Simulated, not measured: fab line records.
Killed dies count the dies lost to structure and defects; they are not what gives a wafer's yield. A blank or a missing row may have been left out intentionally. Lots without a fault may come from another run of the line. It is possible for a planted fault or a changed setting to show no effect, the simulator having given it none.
Matching of chambers || flow n5_finfet || 4 sister chambers for N5_PMOS_HMC_CHANNEL_EPI_CMP_21 on cmp-02
The step polishes SiGe30, target thk 54 nm. 8 wafers are shown with their chamber, then 10 later ones without.

## WAFERS, EACH WITH ITS CHAMBER
{"wafer": "L074.3", "chamber": 0, "motor_current_A (A)": 13.4}
{"wafer": "L082.5", "chamber": 0, "motor_current_A (A)": 13.2}
{"wafer": "L089.5", "chamber": 3, "motor_current_A (A)": 11.5}
{"wafer": "L090.1", "chamber": 2, "motor_current_A (A)": 11.7}
{"wafer": "L090.3", "chamber": 1, "motor_current_A (A)": 12.7}
{"wafer": "L090.4", "chamber": 3, "motor_current_A (A)": 10.7}
{"wafer": "L091.1", "chamber": 2, "motor_current_A (A)": 11.4}
{"wafer": "L091.2", "chamber": 1, "motor_current_A (A)": 12.9}

## WAFERS WHOSE CHAMBER IS MISSING
{"wafer": "L091.6", "motor_current_A (A)": 10.7}
{"wafer": "L093.2", "motor_current_A (A)": 12.4}
{"wafer": "L093.5", "motor_current_A (A)": 11.1}
{"wafer": "L093.6", "motor_current_A (A)": 13.0}
{"wafer": "L095.1", "motor_current_A (A)": 12.8}
{"wafer": "L095.2", "motor_current_A (A)": 11.0}
{"wafer": "L095.6", "motor_current_A (A)": 11.2}
{"wafer": "L096.1", "motor_current_A (A)": 13.0}
{"wafer": "L096.2", "motor_current_A (A)": 12.7}
{"wafer": "L096.5", "motor_current_A (A)": 11.4}

## WHICH CHAMBER EACH WENT THROUGH
{"wafer": "L091.6", "from the rows above": "can't be placed: 3 or 2", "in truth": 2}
{"wafer": "L093.2", "from the rows above": "can't be placed: 1 or 2 or 0", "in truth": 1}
{"wafer": "L093.5", "from the rows above": "can't be placed: 3 or 2", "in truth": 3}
{"wafer": "L093.6", "from the rows above": "can't be placed: 1 or 0", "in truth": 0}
{"wafer": "L095.1", "from the rows above": "can't be placed: 1 or 0", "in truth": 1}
{"wafer": "L095.2", "from the rows above": "can't be placed: 3 or 2", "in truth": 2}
{"wafer": "L095.6", "from the rows above": "can't be placed: 3 or 2", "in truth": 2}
{"wafer": "L096.1", "from the rows above": "can't be placed: 1 or 0", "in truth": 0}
{"wafer": "L096.2", "from the rows above": "can't be placed: 1 or 0", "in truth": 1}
{"wafer": "L096.5", "from the rows above": "can't be placed: 2 or 3", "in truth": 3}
Correctly placed: 0 of 10. Can't be placed from these rows: 10 (the true chamber is among the candidates in 10). Placed wrongly: 0.
How it was worked out, from the rows above alone: a wafer's distance from a chamber is the root of the sum, over the readings, of the square of ((its reading less the chamber's mean) divided by the reading's scatter). The wafer belongs to the nearest chamber; if the next one is less than 2 further off, it can't be placed. A chamber's mean is the mean of its shown wafers. The scatter: the root of (the sum of the squares of (reading less its chamber's mean) over the shown wafers, divided by (wafers less chambers)).
